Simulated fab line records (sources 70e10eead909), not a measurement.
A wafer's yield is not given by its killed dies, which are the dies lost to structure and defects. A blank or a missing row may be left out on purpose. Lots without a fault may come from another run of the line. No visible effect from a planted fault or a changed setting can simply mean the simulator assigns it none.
What tool caused it? :: flow nand harc :: Sampling: 14 lots, 42 wafers, 4 of 1302 route steps

## WHAT EACH GAUGE READ, for each wafer
NHARC_A_ONON_D2_THK_MEAS_05: measures by ellipsometry. Usual: 997 nm for thk nm, sd 9.9.
lot: L420
measured: day 11 15:18
on: film metro-02
thk nm (nm): 981 984 982
flag: 

lot: L419
measured: day 11 15:25
on: film metro-01
thk nm (nm): 1000 999 1002
flag: 

lot: L421
measured: day 12 10:19
on: film metro-02
thk nm (nm): 1001 1002 1002
flag: 

lot: L423
measured: day 12 21:41
on: film metro-02
thk nm (nm): 1019 1018 1017
flag: 

lot: L425
measured: day 14 01:30
on: film metro-02
thk nm (nm): 1001 1000 1000
flag: 

lot: L429
measured: day 15 22:44
on: film metro-01
thk nm (nm): 1159 1159 1160
flag: OFF

lot: L431
measured: day 16 17:56
on: film metro-01
thk nm (nm): 1157 1154 1156
flag: OFF

lot: L434
measured: day 17 06:29
on: film metro-02
thk nm (nm): 1004 1004 1004
flag: 

lot: L436
measured: day 18 12:44
on: film metro-01
thk nm (nm): 985 984 985
flag: 

lot: L438
measured: day 19 10:55
on: film metro-02
thk nm (nm): 1002 1002 1005
flag: 

lot: L439
measured: day 19 10:55
on: film metro-01
thk nm (nm): 1006 1004 1006
flag: 

lot: L440
measured: day 20 10:07
on: film metro-02
thk nm (nm): 1005 1003 1005
flag: 

lot: L441
measured: day 20 10:08
on: film metro-01
thk nm (nm): 1002 1001 1000
flag: 

lot: L442
measured: day 20 19:33
on: film metro-01
thk nm (nm): 1003 1005 1005
flag: 

NHARC_END_SORT_01. Usual: killed at array 62, standard deviation 18; killed at other 0.9, standard deviation 1.2; killed at periphery 4.2, standard deviation 2.9; killed dies 67, standard deviation 17; killed open 3.6, standard deviation 1.9; killed short 2.5, standard deviation 1.6.
lot: L429
measured: day 27 23:34
on: prober-02
killed at array: 676 676 676
killed at other: 0 0 0
killed at periphery: 1 1 1
killed dies: 677 677 677
killed open: 4 1 3
killed short: 1 5 2
flag: OFF

lot: L431
measured: day 28 19:44
on: prober-02
killed at array: 670 671 668
killed at other: 0 2 1
killed at periphery: 7 4 8
killed dies: 677 677 677
killed open: 1 2 2
killed short: 3 5 1
flag: OFF

## EACH LOT AND THE TOOL THAT RAN IT (in order: tool; ch and the chambers of the sampled wafers; start)
lot: L420
NHARC_A_CHANNEL_FILL_D1_ALD_14: ald hk-04 ch 0,1,2, day 8 06:58
NHARC_A_ONON_D2_DEP_03: pecvd onon-04 ch 0, day 11 14:55

lot: L419
NHARC_A_CHANNEL_FILL_D1_ALD_14: ald hk-04 ch 0,1,2, day 8 09:45
NHARC_A_ONON_D2_DEP_03: pecvd onon-02 ch 0, day 11 14:58

lot: L421
NHARC_A_CHANNEL_FILL_D1_ALD_14: ald hk-01 ch 0,3, day 9 05:26
NHARC_A_ONON_D2_DEP_03: pecvd onon-03 ch 0, day 12 09:52

lot: L423
NHARC_A_CHANNEL_FILL_D1_ALD_14: ald hk-03 ch 0,1,3, day 9 17:04
NHARC_A_ONON_D2_DEP_03: pecvd onon-04 ch 0, day 12 21:11

lot: L425
NHARC_A_CHANNEL_FILL_D1_ALD_14: ald hk-03 ch 0,2,3, day 10 18:08
NHARC_A_ONON_D2_DEP_03: pecvd onon-04 ch 0, day 14 00:59

lot: L429
NHARC_A_CHANNEL_FILL_D1_ALD_14: ald hk-04 ch 0,1,3, day 12 15:58
NHARC_A_ONON_D2_DEP_03: pecvd onon-03 ch 0, day 15 22:14

lot: L431
NHARC_A_CHANNEL_FILL_D1_ALD_14: ald hk-03 ch 1,2, day 13 10:34
NHARC_A_ONON_D2_DEP_03: pecvd onon-03 ch 0, day 16 17:28

lot: L434
NHARC_A_CHANNEL_FILL_D1_ALD_14: ald hk-01 ch 1,2, day 14 03:25
NHARC_A_ONON_D2_DEP_03: pecvd onon-04 ch 0, day 17 06:05

lot: L436
NHARC_A_CHANNEL_FILL_D1_ALD_14: ald hk-03 ch 1,2, day 15 11:36
NHARC_A_ONON_D2_DEP_03: pecvd onon-04 ch 0, day 18 12:13

lot: L438
NHARC_A_CHANNEL_FILL_D1_ALD_14: ald hk-03 ch 0,1,2, day 16 04:31
NHARC_A_ONON_D2_DEP_03: pecvd onon-02 ch 0, day 19 10:27

lot: L439
NHARC_A_CHANNEL_FILL_D1_ALD_14: ald hk-01 ch 0,3, day 16 04:32
NHARC_A_ONON_D2_DEP_03: pecvd onon-04 ch 0, day 19 10:34

lot: L440
NHARC_A_CHANNEL_FILL_D1_ALD_14: ald hk-03 ch 0,1,2, day 17 03:23
NHARC_A_ONON_D2_DEP_03: pecvd onon-04 ch 0, day 20 09:40

lot: L441
NHARC_A_CHANNEL_FILL_D1_ALD_14: ald hk-04 ch 0,1,2, day 17 03:23
NHARC_A_ONON_D2_DEP_03: pecvd onon-02 ch 0, day 20 09:37

lot: L442
NHARC_A_CHANNEL_FILL_D1_ALD_14: ald hk-03 ch 0,2,3, day 17 11:49
NHARC_A_ONON_D2_DEP_03: pecvd onon-02 ch 0, day 20 19:02
- NHARC_A_CHANNEL_FILL_D1_ALD_14: deposits SiO2, target thk 2.5 nm, pulse time 10 s, ald cycles 25.
- NHARC_A_ONON_D2_DEP_03: target thk 1000 nm.

## AS READ BY THE TOOLS THEMSELVES (means over the sampled wafers that have a number; for cases with no such wafer, the mark the record gives instead)
NHARC_A_CHANNEL_FILL_D1_ALD_14. Usual: heater power w 454 W, standard deviation 48; precursor pulse height rel 0.998, standard deviation 0.021.
lot: L420
tool: ald hk-04
heater power w (W): 420
precursor pulse height rel: 0.999
flag: 

lot: L419
tool: ald hk-04
heater power w (W): 420
precursor pulse height rel: 1.013
flag: 

lot: L421
tool: ald hk-01
heater power w (W): 462
precursor pulse height rel: 1.013
flag: 

lot: L423
tool: ald hk-03
heater power w (W): 449
precursor pulse height rel: 1.006
flag: 

lot: L425
tool: ald hk-03
heater power w (W): 454
precursor pulse height rel: 0.991
flag: 

lot: L429
tool: ald hk-04
heater power w (W): 436
precursor pulse height rel: 1.001
flag: 

lot: L431
tool: ald hk-03
heater power w (W): 531
precursor pulse height rel: 1.003
flag: 

lot: L434
tool: ald hk-01
heater power w (W): 456
precursor pulse height rel: 1.025
flag: 

lot: L436
tool: ald hk-03
heater power w (W): 518
precursor pulse height rel: 1.002
flag: 

lot: L438
tool: ald hk-03
heater power w (W): 497
precursor pulse height rel: 0.968
flag: 

lot: L439
tool: ald hk-01
heater power w (W): 484
precursor pulse height rel: 0.995
flag: 

lot: L440
tool: ald hk-03
heater power w (W): 468
precursor pulse height rel: 1.006
flag: 

lot: L441
tool: ald hk-04
heater power w (W): 423
precursor pulse height rel: 1.003
flag: 

lot: L442
tool: ald hk-03
heater power w (W): 435
precursor pulse height rel: 0.992
flag: 

## THE ANSWER, worked out from the rows above alone
Rule: a lot counts as off when the mean over its wafers that have a number is more than 3 standard deviations away from the usual mean. A lot without any number at a reading at which 4 lots or more have one is off too. All remaining lots with rows at the step are treated as sound. After the gauges, taken in route order, come the tools' own readings; for these a lot's mean is taken, as printed above. At the first step where some lot is off, the reading lying furthest off is the one used; lots without a number count as furthest.
Off, at NHARC_A_ONON_D2_THK_MEAS_05 on thk nm: L429, L431.
If a tool, at a process step before that reading, ran all the lots that are off and no sound lot after the first of them, it fits. The gauges at NHARC_A_ONON_D2_THK_MEAS_05 aren't tried: what is off there is off at NHARC_END_SORT_01 too, on other tools, and a gauge's error can't cause that. One candidate fits, namely pecvd onon-03 at NHARC_A_ONON_D2_DEP_03. A fault onset in the window from L421 (day 12 09:52, its last sound lot) to L429 (day 15 22:14, its first lot off) fits.

## WHAT THE SIMULATOR HAD INSERTED
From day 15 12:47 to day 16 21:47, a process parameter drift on pecvd onon-03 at NHARC_A_ONON_D2_DEP_03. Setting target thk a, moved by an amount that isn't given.
Lots struck among those shown: L429, L431. The rule above found the same.
